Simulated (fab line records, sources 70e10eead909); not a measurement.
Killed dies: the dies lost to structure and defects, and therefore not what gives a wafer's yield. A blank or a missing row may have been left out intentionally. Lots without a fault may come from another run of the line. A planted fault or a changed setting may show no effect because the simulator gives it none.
The tool behind it: which one?	flow nand_harc	36 wafers sampled from 12 lots at 1 step of a route of 1302

== WHAT EACH GAUGE READ, for each wafer ==
NHARC_A_CONTACT_INSPECT_71. Usual: raw_defect_count 86, standard deviation 39.
lot	measured	on	raw_defect_count	flag
L751	day 21 11:37	defect_inspect-01	58 63 53	
L752	day 22 06:13	defect_inspect-02	75 68 77	
L753	day 23 00:00	defect_inspect-01	100 108 94	
L754	day 23 07:06	defect_inspect-01	123 88 130	
L765	day 27 08:46	defect_inspect-02	108 106 101	
L767	day 27 23:46	defect_inspect-02	110 114 103	
L768	day 29 13:43	defect_inspect-01	19 36 27	
L771	day 30 03:50	defect_inspect-02	40 39 43	
L770	day 30 07:10	defect_inspect-02	140 101 128	
L772	day 30 21:15	defect_inspect-01	59 60 62	
L773	day 31 12:28	defect_inspect-02	103 78 102	
L774	day 32 07:41	defect_inspect-01	101 113 100	

== TOOL THAT RAN EACH LOT (tool first, then ch and the chambers of the sampled wafers, then the start) ==
The record holds no process step before these readings.

== WHAT THE TOOLS THEMSELVES READ (means of the sampled wafers that have a number; where no wafer has one, the mark that the record gives instead) ==
The record holds no such reading with a usual standard deviation.

== THE ANSWER, worked out from the rows above alone ==
Rule: a lot counts as off when the mean over its wafers that have a number is more than 3 standard deviations away from the usual mean. A lot without any number at a reading at which 4 lots or more have one is off too. Any other lot the step has rows for is counted as sound. After the gauges, taken in route order, come the tools' own readings; for these a lot's mean is taken, as printed above. The first step at which some lot is off is used, and at that step the reading that is off furthest; a lot without a number counts as furthest.
None of the lots is off at any reading shown; this tells nothing.

== WHAT THE SIMULATOR HAD PUT IN ==
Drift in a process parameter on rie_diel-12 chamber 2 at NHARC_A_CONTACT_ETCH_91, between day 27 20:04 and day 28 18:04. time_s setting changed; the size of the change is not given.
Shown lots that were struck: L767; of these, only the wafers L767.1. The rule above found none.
